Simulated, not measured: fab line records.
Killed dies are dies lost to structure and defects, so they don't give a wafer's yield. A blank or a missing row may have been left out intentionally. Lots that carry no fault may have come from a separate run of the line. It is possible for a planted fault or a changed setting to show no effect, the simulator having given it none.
Chamber matching ; flow nand harc ; 4 sister chambers for NHARC_A_STAIRCASE_DESCUM_312 on rie diel-09
The step chemistry O2, time 3 s. 8 wafers are shown with their chamber, then 8 later ones without.

WAFERS PAIRED WITH THEIR CHAMBERS
wafer;chamber;rf vpp V (V);oes product au (a.u.)
L080.1;2;58.0;1.006
L086.2;1;59.7;1.011
L086.4;0;58.4;0.997
L086.5;3;58.5;1.012
L089.1;3;57.8;1.007
L089.3;0;57.1;1.000
L089.4;1;59.7;1.005
L090.4;2;58.7;0.995

WAFERS WITH NO CHAMBER GIVEN
wafer;rf vpp V (V);oes product au (a.u.)
L090.5;58.2;0.982
L090.6;58.0;0.996
L095.1;56.7;0.999
L095.4;58.1;1.015
L095.5;58.7;1.000
L093.1;58.4;1.003
L093.5;58.2;1.003
L093.6;59.0;0.997

WHICH CHAMBER EACH WENT THROUGH
wafer;from the rows above;in truth
L090.5;can't be placed: 0 or 2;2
L090.6;can't be placed: 0 or 2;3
L095.1;can't be placed: 0 or 2 or 3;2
L095.4;can't be placed: 3 or 2 or 1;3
L095.5;can't be placed: 2 or 0 or 3 or 1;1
L093.1;can't be placed: 2 or 3 or 0 or 1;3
L093.5;can't be placed: 2 or 0 or 3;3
L093.6;can't be placed: 2 or 0 or 1 or 3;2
Correct placement for 0 of the 8. From these rows, 8 cannot be placed; in 7 the true chamber is one of the candidates. Number placed wrongly: 0.
How it was worked out, from the rows above alone: a wafer's distance from a chamber is the root of the sum, over the readings, of the square of ((its reading less the chamber's mean) divided by the reading's scatter). If the next closest chamber is less than 2 further off than the closest, the wafer can't be placed; otherwise it belongs to the closest. Each chamber's mean is taken over the wafers shown for it. The scatter is the square root of a quotient: the sum, over the shown wafers, of each reading's squared deviation from its chamber's mean, divided by wafers minus chambers.
